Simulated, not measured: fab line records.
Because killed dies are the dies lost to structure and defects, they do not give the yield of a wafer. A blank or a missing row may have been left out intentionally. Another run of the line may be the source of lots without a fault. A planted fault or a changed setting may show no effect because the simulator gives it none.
What tool caused it? -- flow nand-harc -- 18 wafers from 6 lots sampled at 3 of the route's 1302 steps

WHAT THE GAUGES READ, wafer by wafer
NHARC_A_BLC_OVL_MEAS_11.
lot,measured,on,overlay-x-nm (nm)
L772,day 22 16:55,overlay-01,-0.4 -0.5 -0.4
L781,day 26 23:14,overlay-02,-0.8 -0.8 -0.5
L786,day 28 15:33,overlay-01,0.2 -0.2 0.4
L785,day 28 22:19,overlay-02,0.4 0.6 0.3
L791,day 31 01:21,overlay-02,-0.6 -0.5 -0.8
L794,day 32 03:14,overlay-01,0.9 1.6 1.4

EACH LOT AND THE TOOL THAT RAN IT (in order: tool; ch and the chambers of the sampled wafers; start)
lot,NHARC_A_CONTACT_ALD_18,NHARC_A_BLC_EXPOSE_07
L772,"ald-metal-02 ch 0,1, day 22 14:51","arfi-scanner-03 ch 0, day 22 16:41"
L781,"ald-metal-02 ch 0,1,3, day 26 21:17","arfi-scanner-02 ch 0, day 26 22:59"
L786,"ald-metal-03 ch 0,1, day 28 13:26","arfi-scanner-02 ch 0, day 28 15:20"
L785,"ald-metal-02 ch 1,2,3, day 28 20:17","arfi-scanner-02 ch 0, day 28 22:05"
L791,"ald-metal-04 ch 0,2,3, day 30 23:13","arfi-scanner-02 ch 0, day 31 01:08"
L794,"ald-metal-02 ch 0,1,3, day 32 01:16","arfi-scanner-01 ch 0, day 32 03:01"
- NHARC_A_CONTACT_ALD_18: deposits TiN, target thk 3 nm, pulse time 1 s, ald cycles 150.
- NHARC_A_BLC_EXPOSE_07: exposes mask A BLC, target cd 100 nm.

THE ANSWER, worked out from the rows above alone
Rule: the lots themselves supply what counts as usual. Put in order of their means at a reading, lots are off if they are a third of the lots or fewer, leave a main group of 4 or more, and stand apart from it by a gap of 3 or more times the standard deviation of the main group's means; of several such gaps the widest counts. The tables above print the reading to a certain number of digits; a main group whose means all agree to those digits is not used. A lot without any number at a reading at which 4 lots or more have one is off too. All remaining lots with rows at the step are treated as sound.
None of the lots is off at any reading shown; this tells nothing.

WHAT HAD BEEN PUT IN BY THE SIMULATOR
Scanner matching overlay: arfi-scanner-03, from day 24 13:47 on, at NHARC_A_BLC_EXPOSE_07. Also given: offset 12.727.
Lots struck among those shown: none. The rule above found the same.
